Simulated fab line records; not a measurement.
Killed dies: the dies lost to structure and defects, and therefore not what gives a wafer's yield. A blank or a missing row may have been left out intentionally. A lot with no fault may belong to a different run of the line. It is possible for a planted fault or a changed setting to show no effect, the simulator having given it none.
Chamber matching | flow nand harc | NHARC_A_BONDPAD_DESCUM_11 on rie diel-10: 4 sister chambers
The step chemistry O2, time 3 s. 8 wafers are shown with their chamber, then 12 later ones without.

EACH WAFER AND ITS CHAMBER
wafer  | chamber | drypump motor current A (A) | oes product au (a.u.)
L084.5 | 1       | 5.6                         | 1.004
L087.3 | 2       | 5.7                         | 0.995
L087.4 | 3       | 5.4                         | 1.007
L088.3 | 3       | 5.4                         | 0.985
L088.6 | 0       | 5.9                         | 0.991
L091.1 | 2       | 5.7                         | 0.995
L091.3 | 0       | 6.0                         | 0.988
L091.4 | 1       | 5.6                         | 0.998

WAFERS MISSING THEIR CHAMBER
wafer  | drypump motor current A (A) | oes product au (a.u.)
L095.1 | 5.7                         | 1.013
L095.4 | 5.9                         | 0.995
L095.5 | 5.6                         | 1.001
L094.2 | 5.7                         | 1.009
L094.5 | 5.4                         | 0.989
L094.6 | 5.9                         | 0.994
L096.1 | 5.7                         | 1.004
L096.5 | 5.4                         | 1.002
L096.6 | 5.9                         | 0.990
L097.1 | 5.7                         | 0.998
L097.2 | 5.4                         | 0.996
L097.6 | 5.7                         | 1.005

WHICH CHAMBER EACH ONE RAN IN
wafer  | from the rows above     | in truth
L095.1 | can't be placed: 2 or 1 | 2
L095.4 | 0                       | 0
L095.5 | 1                       | 1
L094.2 | can't be placed: 2 or 1 | 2
L094.5 | 3                       | 3
L094.6 | 0                       | 0
L096.1 | can't be placed: 2 or 1 | 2
L096.5 | 3                       | 3
L096.6 | 0                       | 0
L097.1 | 2                       | 2
L097.2 | 3                       | 3
L097.6 | can't be placed: 2 or 1 | 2
8 of 12 placed correctly. These rows do not allow placing 4 (true chamber among the candidates in 4). 0 placed wrongly.
How it was worked out, from the rows above alone: a wafer's distance from a chamber is the root of the sum, over the readings, of the square of ((its reading less the chamber's mean) divided by the reading's scatter). If the next closest chamber is less than 2 further off than the closest, the wafer can't be placed; otherwise it belongs to the closest. A chamber's mean is the mean of its shown wafers. How the scatter is found: for the shown wafers, subtract from each reading the mean of its chamber, square and add these, divide the total by (wafers less chambers), then take the root.
